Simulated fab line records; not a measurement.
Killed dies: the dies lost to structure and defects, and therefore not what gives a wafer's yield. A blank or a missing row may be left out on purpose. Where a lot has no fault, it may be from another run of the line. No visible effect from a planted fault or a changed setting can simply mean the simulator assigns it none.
A struck lot beside a sound one | flow nandHarc | 15 out of 1302 route steps
Sound: wafers L108.1, L108.2, L108.4. Struck: wafer L112.3 (L112.5, L112.6, from the same lot, were not struck and are left out); the cause is given at the end.
For every step that has rows: the tool of each side, followed by ch and its chambers, followed by its first start. Under that, the readings that differ: sound wafers | struck wafers | difference of the means | sigmas: that difference in standard deviations of wafers without a fault.
alike: same words and numbers on both sides, and readings whose means sit less than 2 such deviations apart. not compared: any withheld reading, any reading some wafer has no value for, any bound like >300 that may hide the same value, and any number with overlapping values for which the record gives no deviation.
Wherever a step has rows on one side only, a row that says differs or no value, or a row with sigmas, the two part there. Non-overlapping numbers with no deviation appear without sigmas and do not part them. A reading missing from all wafers of one side parts the sides only when that side holds two or more wafers.

NHARC_P_M1_INSPECT_11:
  sound on defectInspect-01 at day 7 17:35; struck on defectInspect-01 at day 9 04:32
  alike: rawDefectCount
then, 2 steps without rows for these wafers: NHARC_P_M1_DESCUM_14 (chemistry O2, time 3 s); NHARC_P_M1_ETCH_35 (etches the open film in N2/H2, target depth 40 nm, overetch 12 nm, time 43.94 s).
NHARC_P_M1_ETCH_15: etches the open film in C4F8/Ar, target depth 182.5 nm, time 91.2 s.
  sound: rieDiel-09 ch 0,1,2; struck: rieDiel-09 ch 0
  alike: oesProductAu, rfFwdPowerW, rfVppV
  not compared: rfHoursCounterH
NHARC_P_M1_CD_MEAS_16:
  sound on cdSem-02 at day 7 17:56; struck on cdSem-02 at day 9 04:54
  alike: cdNm
NHARC_P_M1_STRIP_18: strips in N2/H2.
  sound on rieDiel-13 ch 0,1,2, day 7 18:01; struck on rieDiel-13 ch 3, day 9 05:02
reading             | sound     | struck | difference | sigmas
mfcArSccm (sccm)    | 0.002 0 0 | 0.038  | +0.037     | +2
rfHoursCounterH (h) | 2 2 3     | 4      | +2         | 
  alike: drypumpMotorCurrentA, oesProductAu, powerW, rfFwdPowerW, rfVppV, showerheadPlenumPTorr, throttleValvePct
NHARC_P_M1_ETCH_28: etches the open film in CF4/N2, target depth 30 nm, time 72.99 s.
  sound: rieDiel-13 ch 1,2,3; struck: rieDiel-13 ch 0
reading             | sound             | struck | difference | sigmas
rfFwdPowerW (W)     | 298.0 297.4 298.8 | 295.3  | -2.8       | -3
rfHoursCounterH (h) | 2 2 2             | 5      | +3         | 
  alike: cf4FlowSccm, drypumpMotorCurrentA, mfcArSccm, oesProductAu, rfVppV, showerheadPlenumPTorr, throttleValvePct
then, 4 steps without rows for these wafers: NHARC_P_M1_STRIP_19 (strips in post etch residue remover, time 600 s); NHARC_P_M1_DEGAS_29 (time 60 s); NHARC_P_M1_PRE_CLEAN_30 (time 30 s); NHARC_P_M1_PVD_20 (deposits TaN, target thk 5 nm, time 8.06 s).
NHARC_P_M1_PVD_21: deposits Cu, target thk 30 nm, time 20.49 s.
  sound on pvdSputter-03; struck on pvdSputter-02
  alike: chamberPressurePa, substrateTempC, throttleValvePct
NHARC_P_M1_ECD_22: material Cu, target thk 400 nm.
  sound on ecdCu-01 ch 0,1, day 7 19:01; struck on ecdCu-01 ch 0,1, day 9 06:04
NHARC_P_M1_ANNEAL_31: time 90 s.
  sound on rtpAnneal-02 ch 0, day 7 19:29; struck on rtpAnneal-02 ch 0, day 9 06:26
  alike: wafer_temp_C_max
NHARC_P_M1_CMP_23: polishes, t overpolish 20 s, target thk 157.82 nm.
  sound on cmp-03 ch 1,2,3, day 7 19:50; struck on cmp-03 ch 1, day 9 06:43
reading             | sound          | struck | difference | sigmas
timeToEndpointS (s) | 30.0 29.3 25.5 | 11.9   | -16.4      | -7
  alike: motorCurrentA

WHERE THEY PART
Earliest at NHARC_P_M1_STRIP_18; latest, in this record, at NHARC_P_M1_CMP_23.

WHY: what the simulator had put in
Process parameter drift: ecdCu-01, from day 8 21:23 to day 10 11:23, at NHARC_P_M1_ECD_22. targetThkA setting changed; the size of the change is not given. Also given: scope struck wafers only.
